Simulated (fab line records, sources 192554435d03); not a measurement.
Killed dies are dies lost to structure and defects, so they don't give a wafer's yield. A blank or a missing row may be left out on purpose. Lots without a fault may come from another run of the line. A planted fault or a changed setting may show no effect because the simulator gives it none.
Problem report in the 8D (eight disciplines) form, filled by code | flow n5_finfet | the parts of the form that need people (team, actions taken, sign-off) are left out

1. THE PROBLEM
spin_speed_rpm at N5_BEOL_M6_COAT_64 reads a mean of 1294.1 rpm on 6 wafers of 2 lots; wafers without a fault read 1500.1 rpm with a standard deviation of 0.9. That is -99 or more standard deviations from the usual mean.
The step: time 60 s, resist thk 12 nm.
First seen on wafer L683.2, day 10 17:37, on litho_track-02. The record holds 26 wafers of 9 lots with a number at this step. Rule for "out", or "out of limits": more than 4 standard deviations from the usual mean. The other wafers with a number count as sound.

2. WHAT IT IS AND WHAT IT IS NOT
question                    | is                     | is not
which readings at this step | spin_speed_rpm         | plate_temp_C
which lots                  | L683, L688             | L679, L680, L692, L695, L697, L699, L702
which wafers of those lots  | all that have a number | -
read on which tools         | litho_track-02         | litho_track-04
when                        | from day 10 17:37      | up to then (6 sound wafers); but 14 sound wafers of L692, L695, L697, L699, L702 came after

3. SUSPECTS, AND WHAT RULES EACH OUT
Counting: a tool at a process step up to the reading stays a suspect if it ran every lot that is out and no sound lot after the first of them.
- litho_track-02 at N5_BEOL_M6_COAT_64 (time 60 s, resist thk 12 nm): ruled out as a lasting fault. Sound lots L702 ran on it after its first lot that is out, L683 (day 10 17:37).
Left after counting: nothing in the record.

4. THE CAUSE (what the simulator had put in)
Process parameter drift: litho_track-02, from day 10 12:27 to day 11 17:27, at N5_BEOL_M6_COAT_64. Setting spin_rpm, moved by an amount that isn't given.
Counting ruled it out, wrongly.

5. THE CHAIN OF EFFECTS, in route order
Each row: a reading whose mean over the struck wafers that have a number lies more than 3 standard deviations from the usual. Only readings for which the record gives a usual standard deviation are gone through. hours: the time from each lot's start at the first step in this table that gives one to its start at this step, as a median over the lots. sigmas: the change in usual standard deviations.
hours | step               | reading        | usual      | on struck wafers | change | sigmas
0     | N5_BEOL_M6_COAT_64 | spin_speed_rpm | 1500.1 rpm | 1294.1           | -206.0 | -99 or more
The process steps in it:
- N5_BEOL_M6_COAT_64: time 60 s, resist thk 12 nm.

6. WHAT WOULD HAVE CAUGHT IT SOONER
In this record the first reading out of limits was taken at day 10 17:37, 5 hours after the fault began at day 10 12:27.
